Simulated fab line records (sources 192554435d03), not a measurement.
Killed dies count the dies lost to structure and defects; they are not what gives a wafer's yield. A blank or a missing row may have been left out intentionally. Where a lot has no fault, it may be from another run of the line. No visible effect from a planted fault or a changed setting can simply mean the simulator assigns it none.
Split-lot trial -- flow n5_finfet -- 21 wafers read across 7 lots, on a route 1938 steps long

THE SPLIT
At N5_SD_EPI_N_COAT_33 (time 60 s, resist thk 35 nm), the setting spin_rpm was moved away from the recipe's 1500 rpm on 8 of the 21 wafers read, by -8.9% to +9.1%. All remaining wafers had this setting at the recipe value.

FROM THE SPLIT TO THE READING: what the file shows between them, 5 steps
- N5_SD_EPI_N_PEB_07: peb time 60 s (also split here: peb_time_s)
- N5_SD_EPI_N_DEVELOP_08: develop time 30 s
- N5_SD_EPI_N_CD_MEAS_09: target cd 120 nm
- N5_SD_EPI_N_DESCUM_14: chemistry O2, time 7.9 s
- N5_SD_EPI_N_ETCH_34: etches SiARC in CF4, target depth 45.5 nm, time 75.8 s

THE READING
SiARC_of_SD_EPI_N_COAT_33.thk_nm (the simulator's own value, which no gauge read), in nm, at N5_SD_EPI_N_ETCH_35 (etches SOC in N2/H2, overetch 108 nm, time 486 s). There is no usual value for it anywhere in the file. Here, 13 wafers ran the recipe; their average is 19.7 nm with a standard deviation of 0.24 nm.

wafer,"tool, chamber at the split","spin_rpm as run, rpm",against the recipe,"SiARC_of_SD_EPI_N_COAT_33.thk_nm, nm",against lot-mates on the recipe
L075.1,"litho_track-03, 0",1637,+9.1%,17.8,no lot-mate on the recipe
L075.3,"litho_track-03, 0",1637,+9.1%,18,no lot-mate on the recipe
L075.5,"litho_track-03, 0",1637,+9.1%,18.4,no lot-mate on the recipe
L076.1,"litho_track-04, 0",1500,recipe,19.8,-
L076.3,"litho_track-04, 0",1500,recipe,20.2,-
L076.4,"litho_track-04, 0",1572,+4.8%,18.8,-1.2
L077.2,"litho_track-01, 0",1367,-8.9%,21.6,+1.8
L077.3,"litho_track-01, 0",1367,-8.9%,21.4,+1.6
L077.6,"litho_track-01, 0",1500,recipe,19.8,-
L079.4,"litho_track-04, 0",1500,recipe,19.4,-
L079.5,"litho_track-04, 0",1500,recipe,19.6,-
L079.6,"litho_track-04, 0",1500,recipe,19.6,-
L080.1,"litho_track-03, 0",1433,-4.5%,20.2,+0.5
L080.3,"litho_track-03, 0",1500,recipe,19.6,-
L080.4,"litho_track-03, 0",1500,recipe,19.8,-
L082.4,"litho_track-03, 0",1379,-8.1%,21,+1.6
L082.5,"litho_track-03, 0",1500,recipe,19.4,-
L082.6,"litho_track-03, 0",1500,recipe,19.4,-
L088.2,"litho_track-01, 0",1500,recipe,19.6,-
L088.4,"litho_track-01, 0",1500,recipe,20,-
L088.5,"litho_track-01, 0",1500,recipe,20,-

FIT RESULTS
A straight line over all 21 wafers: SiARC_of_SD_EPI_N_COAT_33.thk_nm changes by -0.182 nm for each +1% of spin_rpm; r = -0.97; the points scatter about the line by 0.25 nm.
The same after taking each lot's own level away (the mean of its wafers on the recipe; 18 wafers): -0.196 nm for each +1%; r = -0.98; scatter 0.17 nm.
On that fit, the largest move of spin_rpm shifts the reading by 1.8 nm.
The lots' own levels span 19.40 to 20.00 nm, that is 2.5 times the standard deviation above.
Consequently the slope shifts little with the lot-to-lot level, the two slopes agreeing.
Check: with one of the wafers moved furthest among these (-8.9%) left out of the fit, the line predicts +1.66 nm for it against its lot-mates. Against them it came out at +1.8 nm.

THESE WAFERS: OTHER SPLITS
These wafers also went through other splits before the reading. Each is held against what the fit with the lots' levels taken away leaves over:
other split on the same wafers,wafers away from the commonest value,r with SiARC_of_SD_EPI_N_COAT_33.thk_nm (lot level and that fit taken away)
N5_STI_FIN_REVEAL_PRECLEAN_17 time_s,7,-0.05
N5_SD_EPI_N_PEB_07 peb_time_s,8,+0.04

THE WHOLE CHAIN: every reading that the file lists as answering this split, in the file's order
step,what it does,reading,change (the file's fit),r (the file's)
N5_SD_EPI_N_COAT_33,"time 60 s, resist thk 35 nm","SiARC_of_SD_EPI_N_COAT_33.thk_nm (the simulator's own value, which no gauge read)",-0.198 nm for each +1% of the setting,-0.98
N5_SD_EPI_N_ETCH_34,"etches SiARC in CF4, target depth 45.5 nm, time 75.8 s","CAR-ArF-block_of_SD_EPI_N_COAT_03.thk_nm (the simulator's own value, which no gauge read)",+0.151 nm for each +1% of the setting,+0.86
N5_SD_EPI_N_ETCH_34,"etches SiARC in CF4, target depth 45.5 nm, time 75.8 s","etch.depth_nm (the simulator's own value, which no gauge read)",-0.187 nm for each +1% of the setting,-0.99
N5_SD_EPI_N_ETCH_35,"etches SOC in N2/H2, overetch 108 nm, time 486 s","SiARC_of_SD_EPI_N_COAT_33.thk_nm (the simulator's own value, which no gauge read)",-0.193 nm for each +1% of the setting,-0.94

THE FILE'S OWN FIT
SiARC_of_SD_EPI_N_COAT_33.thk_nm changes by -0.193 nm for each +1% of spin_rpm, r = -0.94.
